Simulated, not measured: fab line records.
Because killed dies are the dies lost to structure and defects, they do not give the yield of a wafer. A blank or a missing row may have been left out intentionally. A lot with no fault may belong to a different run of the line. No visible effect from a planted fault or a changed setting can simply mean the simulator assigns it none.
Matching of chambers + flow nand harc + pecvd-02 running NHARC_P_M1_PRE_CLEAN_32: 3 sister chambers
The step time 12 s. 18 wafers are shown with their chamber, then 9 later ones without.

EACH WAFER AND ITS CHAMBER
| wafer  | chamber | heater power w (W) | heater power outer w (W) |
|--------|---------|--------------------|--------------------------|
| L076.1 | 2       | 533                | 304                      |
| L076.5 | 1       | 619                | 341                      |
| L076.6 | 0       | 737                | 412                      |
| L077.3 | 1       | 644                | 372                      |
| L077.4 | 2       | 545                | 311                      |
| L077.5 | 0       | 660                | 351                      |
| L079.1 | 1       | 648                | 368                      |
| L079.5 | 0       | 719                | 387                      |
| L079.6 | 1       | 655                | 373                      |
| L081.2 | 1       | 672                | 396                      |
| L081.3 | 2       | 581                | 345                      |
| L081.4 | 2       | 596                | 345                      |
| L083.1 | 0       | 739                | 412                      |
| L083.2 | 1       | 623                | 342                      |
| L083.4 | 0       | 727                | 398                      |
| L087.1 | 1       | 701                | 426                      |
| L087.2 | 0       | 755                | 401                      |
| L087.3 | 0       | 762                | 408                      |

SIGNATURES, as means of the wafers listed above
| reading              | chamber 0 | chamber 1 | chamber 2 | scatter within a chamber |
|----------------------|-----------|-----------|-----------|--------------------------|
| heater power w       | 728.43    | 651.71    | 563.75    | 30.8                     |
| heater power outer w | 395.57    | 374.00    | 326.25    | 25.2                     |
Rule: for each reading, subtract the chamber's mean from the wafer's reading, divide by that reading's scatter and square the result; add these up over the readings and take the root, which gives the wafer's distance from the chamber. The wafer belongs to the nearest chamber; if the next one is less than 2 further off, it can't be placed. The scatter is the square root of a quotient: the sum, over the shown wafers, of each reading's squared deviation from its chamber's mean, divided by wafers minus chambers.

WAFERS WHOSE CHAMBER IS MISSING
| wafer  | heater power w (W) | heater power outer w (W) |
|--------|--------------------|--------------------------|
| L090.3 | 704                | 396                      |
| L090.4 | 576                | 331                      |
| L090.5 | 721                | 419                      |
| L094.1 | 567                | 335                      |
| L094.3 | 745                | 424                      |
| L094.4 | 736                | 422                      |
| L097.1 | 686                | 390                      |
| L097.2 | 760                | 417                      |
| L097.4 | 530                | 300                      |

THE CHAMBER EACH PASSED THROUGH
| wafer  | from the rows above     | in truth                   |
|--------|-------------------------|----------------------------|
| L090.3 | can't be placed: 0 or 1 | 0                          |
| L090.4 | 2                       | 2                          |
| L090.5 | can't be placed: 0 or 1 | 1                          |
| L094.1 | 2                       | 2                          |
| L094.3 | 0                       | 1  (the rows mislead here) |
| L094.4 | 0                       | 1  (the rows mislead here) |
| L097.1 | can't be placed: 1 or 0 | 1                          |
| L097.2 | 0                       | 0                          |
| L097.4 | 2                       | 2                          |
4 of 9 placed correctly. Cannot be placed on the basis of these rows: 3; the candidates contain the true chamber in 3. Placed wrongly: 2.
